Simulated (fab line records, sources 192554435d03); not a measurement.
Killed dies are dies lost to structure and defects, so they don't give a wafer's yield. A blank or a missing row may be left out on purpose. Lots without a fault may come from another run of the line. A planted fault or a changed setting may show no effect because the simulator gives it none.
One fault seen from 3 desks | flow n5_finfet | each desk has only its own numbers; what lay behind them comes last

THE TOOL OWNER'S DESK: rie_diel-03
The tool's own readings at N5_BEOL_M10_STRIP_19 (strips in O2): means of the sampled wafers that have a number, for each lot that ran on this tool. A lot is out of limits, marked OUT, if its mean lies more than 4 standard deviations from the usual mean; the brackets give that distance.
Columns: A = drypump_motor_current_A at N5_BEOL_M10_STRIP_19, usual 5.5 A; B = oes_product_au at N5_BEOL_M10_STRIP_19, usual 0.77 a.u.; C = rf_vpp_V at N5_BEOL_M10_STRIP_19, usual 3.6 V; D = showerhead_plenum_p_Torr at N5_BEOL_M10_STRIP_19, usual 2.10 Torr; E = throttle_valve_pct at N5_BEOL_M10_STRIP_19, usual 16.61 %
lot  | first seen here | A   | B    | C   | D    | E
L222 | day 12 12:19    | 5.8 | 0.78 | 3.3 | 2.03 | 16.50
L226 | day 14 20:44    | 5.5 | 0.80 | 3.0 | 2.08 | 16.56
L231 | day 15 07:40    | 5.0 | 0.82 | 4.0 | 2.15 | 16.35
L230 | day 15 08:32    | 5.5 | 0.79 | 3.1 | 2.08 | 16.55
This desk's finding: nothing out of limits on any of the 4 lots.

THE DEFECT DESK
What the inspections along the route counted, lot by lot: means of the sampled wafers that have a number. A lot is out of limits, marked OUT, if its mean lies more than 4 standard deviations from the usual mean; the brackets give that distance.
Columns: A = raw_defect_count at N5_BEOL_M10_INSPECT_30, usual 396
lot  | first seen here | A
L216 | day 11 06:15    | 468
L218 | day 11 09:54    | 409
L219 | day 11 17:20    | 405
L222 | day 12 12:51    | 351
L226 | day 15 00:16    | 366
L231 | day 15 08:17    | 735
L228 | day 15 08:38    | 476
L229 | day 15 08:50    | 329
L230 | day 15 08:57    | 533
L234 | day 16 14:40    | 401
This desk's finding: nothing out of limits on any of the 10 lots.

THE METROLOGY DESK
What the gauges read, lot by lot, whatever tool the lot ran on: means of the sampled wafers that have a number. A lot is out of limits, marked OUT, if its mean lies more than 4 standard deviations from the usual mean; the brackets give that distance.
Columns: A = cd_nm at N5_BEOL_M10_CD_MEAS_11, usual 63.8 nm
lot  | first seen here | A
L216 | day 11 05:15    | 64.0
L218 | day 11 07:58    | 63.7
L219 | day 11 16:00    | 64.6
L222 | day 12 11:49    | 63.8
L226 | day 14 20:16    | 62.8
L231 | day 15 07:06    | 63.8
L228 | day 15 07:19    | 63.8
L229 | day 15 07:32    | 64.2
L230 | day 15 08:04    | 64.2
L234 | day 16 13:10    | 63.1
This desk's finding: nothing out of limits on any of the 10 lots.

PUT TOGETHER
The tool owner's desk saw nothing out of limits.
The defect desk saw nothing out of limits.
The metrology desk saw nothing out of limits.

WHAT THE SIMULATOR HAD PUT IN
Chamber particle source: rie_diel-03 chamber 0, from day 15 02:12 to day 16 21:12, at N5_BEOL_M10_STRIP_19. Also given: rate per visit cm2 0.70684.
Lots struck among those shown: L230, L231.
